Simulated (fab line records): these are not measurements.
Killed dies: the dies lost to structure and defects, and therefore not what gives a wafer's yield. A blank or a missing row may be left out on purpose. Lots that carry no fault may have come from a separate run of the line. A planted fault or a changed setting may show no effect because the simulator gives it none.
fab line records -- flow n5-finfet
record lots=7, wafers=39
route steps=1938 shown WELL_APT@24 FIN_CUT@173 STI_FIN_REVEAL@190 DUMMY_GATE@243 SD_EPI_N@275 HKMG_FIN@427 MOL_CONTACT_COAG@532 BEOL_M4@1111
start-h: hours from the record's opening day to when the first of the lot's shown wafers began -- wait-h: hours from the lot's prior step to this one -- " as in the row above -- L1.1+2: a single row standing in for several wafers -- - no value, or no start given -- * or withheld: withheld -- < > ~ a bound
route shown NAME@n: names a module that has steps shown in the file, with the first one's number in the route -- usual: average and standard deviation across the fault-free wafers -- same: alike in all rows -- chamber/n: place in a boat -- sites: the reading at each site -- _std_site: standard deviation of those values -- _edge_site: mean of outer sites minus mean of inner sites -- radius-mm: how far each site lies from the wafer's centre -- mask NAME#n: copy n -- behind: the most recent tool/chamber to have shaped the wafer -- hold: why the lot went on hold/how many hours it stayed there/how the hold came to an end -- device: whichever transistor did not switch (one of n, p or np) -- end of line: tests run on the same wafers once the route is complete -- a step with no rows: only its recipe -- killed: at the first sort, the dies lost to defects and structure; wafer yield is something else -- map: per-die view of a wafer (x killed, . not killed, _ where there is no die)
set.NAME: setting as actually run; set.NAME@STEP: the setting as run at that earlier step -- model.NAME: the simulator's own value behind a step, which no gauge read
lots run with intentionally changed settings; tables by step, rows by wafer
## steps
# step N5_WELL_APT_EXPOSE_05
# recipe mask-id=NWELL, na=0.8, source-shape=conventional, sigma-outer=0.8, polarization=unpolarized, defocus-nm=0, target-cd-nm=200, dose-mj=20.3
# step N5_FIN_CUT_CUT_ETCH_26
# recipe chemistry=CH3F/O2, target=SiNx, target-depth-a=390, mask-material=SOC, time-s=55.7, pressure-mtorr=30, source-w=395, bias-w=73, Ar_flow_sccm=150, CH3F_flow_sccm=30, O2_flow_sccm=20, ion-energy-ev=120
# step N5_FIN_CUT_CUT_ETCH_15
# recipe chemistry=HBr/Cl2/O2, target=Si, target-depth-a=1000, bt-time-s=10, mask-material=SOC, time-s=42.4, ion-energy-ev=*, bias-w=*, pressure-mtorr=10, icp-w=800, HBr_flow_sccm=150, Cl2_flow_sccm=80, O2_flow_sccm=12
# step N5_STI_FIN_REVEAL_ETCHBACK_08
# recipe chemistry=C4F6/O2, target=SiO2, target-depth-a=305, time-s=10.167, ion-energy-ev=250, pressure-mtorr=30, source-w=345, bias-w=185, Ar_flow_sccm=300, C4F6_flow_sccm=10, O2_flow_sccm=10
# step N5_DUMMY_GATE_ETCH_31
# recipe chemistry=C4F6/O2, target=SiO2, mask-material=SOC, target-depth-a=825, time-s=27.5, ion-energy-ev=250, pressure-mtorr=30, source-w=345, bias-w=185, Ar_flow_sccm=300, C4F6_flow_sccm=10, O2_flow_sccm=10
# step N5_SD_EPI_N_ETCH_35
# recipe chemistry=N2/H2, target=SOC, overetch-a=1080, mask-material=SiARC, temp-c=40, ion-energy-ev=100, source-w=3000, bias-w=133, pressure-mtorr=20, time-s=486, n2-flow-sccm=200, h2-flow-sccm=200
# step N5_HKMG_FIN_EXPOSE_09
# recipe mask-id=NWFM, na=1.35, source-shape=conventional, sigma-outer=0.8, polarization=unpolarized, dose-mj=39.25
# step N5_MOL_CONTACT_COAG_ETCH_106
# recipe chemistry=N2/H2, target=SOC, target-depth-a=800, overetch-a=160, mask-material=SiARC, temp-c=40, time-s=120, ion-energy-ev=200, pressure-mtorr=30, source-w=840, bias-w=150, n2-flow-sccm=200, h2-flow-sccm=200
# step N5_MOL_CONTACT_COAG_SPUTTER_130
# recipe material=Co, target-thk-a=475, temp-c=25, chamber-pressure-pa=0.5, power-w=3000
# step N5_BEOL_M4_RC_MEAS_101
# usual ION_N=673/8.7, ION_P=463/6.7
lot.wafer,tool,chamber,start-h,wait-h,set.dose-mj@WELL_APT_EXPOSE_05,set.time-s@FIN_CUT_CUT_ETCH_26,set.target-depth-a@FIN_CUT_CUT_ETCH_15,set.target-depth-a@STI_FIN_REVEAL_ETCHBACK_08,set.target-depth-a@DUMMY_GATE_ETCH_31,set.source-w@SD_EPI_N_ETCH_35,set.dose-mj@HKMG_FIN_EXPOSE_09,set.target-depth-a@MOL_CONTACT_COAG_ETCH_106,set.power-w@MOL_CONTACT_COAG_SPUTTER_130,ION_N[uA/um],ION_P[uA/um]
L074.1,prober-02,0,180.51,0.0,20.3,55.7,1000,305,825,3000,39.25,800,3000,681,478
L074.2,prober-02,0,180.51,0.0,20.3,55.7,1000,305,825,3000,39.25,800,3000,671,469
L074.6,prober-02,0,180.51,0.0,20.3,55.7,1000,305,825,3000,39.25,800,3000,675,472
L076.1,prober-01,0,204.75,0.0,20.3,55.7,1000,305,751.2,2764,36.45,851.6,3217,680,463
L076.2,prober-01,0,204.75,0.0,20.3,59.6,1000,305,825,2764,39.25,851.6,3000,671,462
L076.3,prober-01,0,204.75,0.0,20.3,59.6,1000,305,825,3000,36.45,800,3000,667,458
L076.4,prober-01,0,204.75,0.0,20.3,55.7,1000,305,825,2764,39.25,800,3217,672,465
L076.5,prober-01,0,204.75,0.0,20.3,55.7,1000,305,751.2,3000,36.45,800,3217,662,464
L076.6,prober-01,0,204.75,0.0,20.3,59.6,1000,305,751.2,3000,39.25,851.6,3000,665,460
L086.1,prober-02,0,272.72,0.3,21.12,55.7,1000,305,898.3,3000,41.44,855.9,3000,686,470
L086.2,prober-02,0,272.72,0.3,20.3,55.7,1000,272,898.3,3000,41.44,800,3000,649,444
L086.3,prober-02,0,272.72,0.3,21.12,55.7,1000,305,898.3,3261,39.25,855.9,3000,678,466
L086.4,prober-02,0,272.72,0.3,20.3,55.7,1000,272,825,3000,39.25,800,3000,641,438
L086.5,prober-02,0,272.72,0.3,21.12,55.7,1000,272,825,3261,41.44,855.9,3000,641,445
L086.6,prober-02,0,272.72,0.3,20.3,55.7,1000,305,825,3261,39.25,800,3000,664,461
L089.1,prober-02,0,281.73,0.5,19.24,63.88,1000,305,825,3000,40.13,754.1,3164,664,460
L089.2,prober-02,0,281.73,0.5,20.3,55.7,1000,331.7,890,3000,39.25,754.1,3164,695,480
L089.3,prober-02,0,281.73,0.5,20.3,63.88,1000,331.7,825,3000,40.13,800,3164,701,485
L089.4,prober-02,0,281.73,0.5,19.24,55.7,1000,331.7,890,3000,40.13,800,3000,695,479
L089.5,prober-02,0,281.73,0.5,20.3,55.7,1000,305,825,3000,39.25,754.1,3000,670,463
L089.6,prober-02,0,281.73,0.5,19.24,63.88,1000,305,890,3000,39.25,800,3000,677,461
L091.1,prober-01,0,293.91,0.0,21.06,44.49,1077,339.6,881.7,3000,41.74,901.9,3000,702,480
L091.2,prober-01,0,293.91,0.0,20.3,44.49,1077,305,825,3000,41.74,901.9,3000,674,465
L091.3,prober-01,0,293.91,0.0,21.06,55.7,1000,305,881.7,2822,39.25,901.9,3000,665,457
L091.4,prober-01,0,293.91,0.0,20.3,55.7,1077,305,881.7,2822,39.25,800,3000,668,455
L091.5,prober-01,0,293.91,0.0,20.3,44.49,1000,339.6,825,2822,41.74,800,3000,709,474
L091.6,prober-01,0,293.91,0.0,21.06,55.7,1000,339.6,825,3000,39.25,800,3000,703,474
L094.1,prober-01,0,299.46,0.0,21.85,55.7,1000,305,898.4,3000,39.25,800,2663,688,467
L094.2,prober-01,0,299.46,0.0,21.85,45.52,1064,305,825,3498,36.96,800,3000,678,455
L094.3,prober-01,0,299.46,0.0,21.85,45.52,1000,330.6,825,3000,36.96,800,3000,702,486
L094.4,prober-01,0,299.46,0.0,20.3,55.7,1064,305,898.4,3000,39.25,800,3000,671,463
L094.5,prober-01,0,299.46,0.0,20.3,55.7,1064,330.6,825,3498,39.25,800,2663,697,484
L094.6,prober-01,0,299.46,0.0,20.3,45.52,1000,330.6,898.4,3498,36.96,800,2663,704,484
L097.1,prober-01,0,327.24,0.0,19.55,68.86,931.2,305,920.7,3312,39.25,800,3000,668,460
L097.2,prober-01,0,327.24,0.0,20.3,55.7,1000,337.3,920.7,3000,37.82,800,2436,710,484
L097.3,prober-01,0,327.24,0.0,19.55,55.7,931.2,337.3,825,3000,39.25,800,3000,701,491
L097.4,prober-01,0,327.24,0.0,19.55,55.7,1000,305,825,3312,37.82,800,2436,673,452
L097.5,prober-01,0,327.24,0.0,20.3,68.86,1000,305,920.7,3000,39.25,800,2436,665,460
L097.6,prober-01,0,327.24,0.0,20.3,68.86,931.2,337.3,825,3312,37.82,800,3000,703,487
## key
split step=N5_WELL_APT_EXPOSE_05, setting=dose-mj, stated-as=20.3
response none clear
split step=N5_FIN_CUT_CUT_ETCH_26, setting=time-s, stated-as=55.7
response none clear
split step=N5_FIN_CUT_CUT_ETCH_15, setting=target-depth-a, stated-as=1000
response none clear
split step=N5_STI_FIN_REVEAL_ETCHBACK_08, setting=target-depth-a, stated-as=305
response step=N5_BEOL_M4_RC_MEAS_101, reading=ION_P, slope=+2.25, per=1%, together-with=all, explained=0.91
response step=N5_BEOL_M4_RC_MEAS_101, reading=ION_N, slope=+2.96, per=1%, together-with=all, explained=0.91
split step=N5_DUMMY_GATE_ETCH_31, setting=target-depth-a, stated-as=825
response none clear
split step=N5_SD_EPI_N_ETCH_35, setting=source-w, stated-as=3000
response none clear
split step=N5_HKMG_FIN_EXPOSE_09, setting=dose-mj, stated-as=39.25
response none clear
split step=N5_MOL_CONTACT_COAG_ETCH_106, setting=target-depth-a, stated-as=800
response none clear
split step=N5_MOL_CONTACT_COAG_SPUTTER_130, setting=power-w, stated-as=3000
response none clear
